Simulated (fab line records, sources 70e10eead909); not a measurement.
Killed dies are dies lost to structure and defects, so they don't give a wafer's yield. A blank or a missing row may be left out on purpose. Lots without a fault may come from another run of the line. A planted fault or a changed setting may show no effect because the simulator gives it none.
Chamber matching | flow nand_harc | NHARC_A_STAIRCASE_DEP_280 on pecvd-02: 3 sister chambers
The step deposits SiON, target thk 30 nm. 6 wafers are shown with their chamber, then 9 later ones without.

WAFERS WITH THEIR CHAMBER
wafer  | chamber | heater_power_w (W)
L077.5 | 2       | 896
L081.5 | 2       | 823
L085.5 | 1       | 721
L088.1 | 0       | 863
L088.3 | 1       | 740
L088.6 | 0       | 830

WAFERS WITHOUT THEIR CHAMBER
wafer  | heater_power_w (W)
L093.1 | 900
L093.5 | 708
L093.6 | 805
L092.1 | 737
L092.2 | 928
L092.5 | 699
L094.1 | 804
L094.2 | 898
L094.5 | 791

WHICH CHAMBER EACH WENT THROUGH
wafer  | from the rows above          | in truth
L093.1 | can't be placed: 2 or 0      | 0
L093.5 | 1                            | 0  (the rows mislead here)
L093.6 | can't be placed: 0 or 2 or 1 | 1
L092.1 | 1                            | 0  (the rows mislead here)
L092.2 | can't be placed: 2 or 0      | 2
L092.5 | 1                            | 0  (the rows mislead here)
L094.1 | can't be placed: 0 or 2 or 1 | 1
L094.2 | can't be placed: 2 or 0      | 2
L094.5 | can't be placed: 0 or 1 or 2 | 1
Placed correctly: 0 of 9. Can't be placed from these rows: 6 (the true chamber is among the candidates in 6). Placed wrongly: 3.
How it was worked out, from the rows above alone: a wafer's distance from a chamber is the root of the sum, over the readings, of the square of ((its reading less the chamber's mean) divided by the reading's scatter). The wafer belongs to the nearest chamber; if the next one is less than 2 further off, it can't be placed. A chamber's mean is the mean of its shown wafers. The scatter: the root of (the sum of the squares of (reading less its chamber's mean) over the shown wafers, divided by (wafers less chambers)).
